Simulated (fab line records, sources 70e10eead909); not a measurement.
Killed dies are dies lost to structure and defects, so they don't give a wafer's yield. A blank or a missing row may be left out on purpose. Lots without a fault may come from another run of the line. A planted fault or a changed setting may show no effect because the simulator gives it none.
Chamber matching | flow nand_harc | NHARC_P_M2_CMP_23 on cmp-03: 4 sister chambers
The step polishes, t overpolish 20 s, target thk 144.3 nm. 4 wafers are shown with their chamber, then 8 later ones without.

WAFERS WITH THEIR CHAMBER
wafer  | chamber | motor_current_A (A)
L082.1 | 3       | 10.8
L082.2 | 0       | 13.1
L084.6 | 2       | 14.7
L085.1 | 1       | 11.6

WAFERS WITHOUT THEIR CHAMBER
wafer  | motor_current_A (A)
L085.4 | 15.0
L085.5 | 10.3
L090.1 | 11.2
L090.3 | 12.7
L090.6 | 11.0
L091.2 | 12.4
L091.3 | 14.5
L091.4 | 11.0

WHICH CHAMBER EACH WENT THROUGH
wafer  | from the rows above     | in truth
L085.4 | 2                       | 2
L085.5 | 3                       | 3
L090.1 | can't be placed: 3 or 1 | 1
L090.3 | can't be placed: 0 or 1 | 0
L090.6 | can't be placed: 3 or 1 | 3
L091.2 | can't be placed: 0 or 1 | 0
L091.3 | 2                       | 2
L091.4 | can't be placed: 3 or 1 | 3
Placed correctly: 3 of 8. Can't be placed from these rows: 5 (the true chamber is among the candidates in 5). Placed wrongly: 0.
How it was worked out, from the rows above alone: a wafer's distance from a chamber is the root of the sum, over the readings, of the square of ((its reading less the chamber's mean) divided by the reading's scatter). The wafer belongs to the nearest chamber; if the next one is less than 2 further off, it can't be placed. A chamber's mean is the mean of its shown wafers. The scatter: with one shown wafer a chamber, the root of the mean of the squares of how far each hidden wafer lies from its nearest shown one.
